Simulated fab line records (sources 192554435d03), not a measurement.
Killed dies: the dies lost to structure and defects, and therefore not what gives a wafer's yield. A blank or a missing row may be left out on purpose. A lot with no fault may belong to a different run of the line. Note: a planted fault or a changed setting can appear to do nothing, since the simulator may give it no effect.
Lot-split experiment	flow n5Finfet	21 wafers read from 7 lots, route of 1938 steps

== THE SPLIT ITSELF ==
At N5_BEOL_M15_ETCH_61 (etches BARC in N2/H2, target depth 89 nm, overetch 26.7 nm, time 67.9 s), the setting timeS was moved away from the recipe's 67.9 s on 10 of the 21 wafers read, by -20.5% to +21.8%. The other wafers ran this setting at the recipe's value.

Reading taken at the split's own step.

== THE READING ==
coat_of_BEOL_M15_COAT_22.thkNm (the simulator's own value, which no gauge read), in nm, at N5_BEOL_M15_ETCH_61 (etches BARC in N2/H2, target depth 89 nm, overetch 26.7 nm, time 67.9 s). There is no usual value for it anywhere in the file. The 11 wafers here that ran the recipe average 719.5 nm, standard deviation 4.1 nm.

wafer	tool, chamber at the split	timeS as run, s	against the recipe	coat_of_BEOL_M15_COAT_22.thkNm, nm	against lot-mates on the recipe
L075.1	rieDiel-04, 1	53.98	-20.5%	729.6	+15.2
L075.2	rieDiel-04, 2	53.98	-20.5%	728.2	+13.8
L075.4	rieDiel-04, 2	67.9	recipe	714.4	-
L082.2	rieDiel-06, 1	67.9	recipe	718.6	-
L082.3	rieDiel-06, 0	77.9	+14.7%	706.8	-11.8
L082.5	rieDiel-06, 3	77.9	+14.7%	709	-9.6
L085.4	rieDiel-02, 3	63.71	-6.2%	729.2	+14.4
L085.5	rieDiel-02, 0	67.9	recipe	714.8	-
L085.6	rieDiel-02, 1	63.71	-6.2%	721.2	+6.4
L086.2	rieDiel-04, 1	61.08	-10.0%	727.6	+6.2
L086.3	rieDiel-04, 3	67.9	recipe	721.4	-
L086.4	rieDiel-04, 0	61.08	-10.0%	729	+7.6
L087.1	rieDiel-06, 2	67.9	recipe	717.2	-
L087.2	rieDiel-06, 1	82.68	+21.8%	704.4	-12.3
L087.6	rieDiel-06, 2	67.9	recipe	716.2	-
L089.1	rieDiel-04, 3	67.9	recipe	725.2	-
L089.2	rieDiel-04, 0	67.9	recipe	726.2	-
L089.4	rieDiel-04, 1	67.9	recipe	725.4	-
L091.1	rieDiel-04, 2	67.9	recipe	717.6	-
L091.6	rieDiel-04, 2	67.9	recipe	717.6	-
L091.4	rieDiel-04, 3	56.71	-16.5%	727.2	+9.6

FIT RESULTS
A straight line over all 21 wafers: coat_of_BEOL_M15_COAT_22.thkNm changes by -0.628 nm for each +1% of timeS; r = -0.87; the points scatter about the line by 3.9 nm.
The same after taking each lot's own level away (the mean of its wafers on the recipe; 21 wafers): -0.687 nm for each +1%; r = -0.95; scatter 2.5 nm.
That fit puts the effect of the largest move of timeS on the reading at 15 nm.
The lots' own levels span 714.40 to 725.60 nm, that is 2.7 times the standard deviation above.
So the lot-to-lot level changes the slope little: the two slopes agree.
Check: with one of the wafers moved furthest among these (+21.8%) left out of the fit, the line predicts -15.2 nm for it against its lot-mates. Against them it came out at -12.3 nm.

== THESE WAFERS: OTHER SPLITS ==
Note: prior to the reading, these wafers also went through further splits. Each is held against what the fit with the lots' levels taken away leaves over:
other split on the same wafers	wafers away from the commonest value	r with coat_of_BEOL_M15_COAT_22.thkNm (lot level and that fit taken away)
N5_BEOL_M14_TRENCH_ETCH_34 timeS	11	-0.32

== THE FILE'S OWN FIT ==
coat_of_BEOL_M15_COAT_22.thkNm changes by -0.667 nm for each +1% of timeS, r = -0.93.
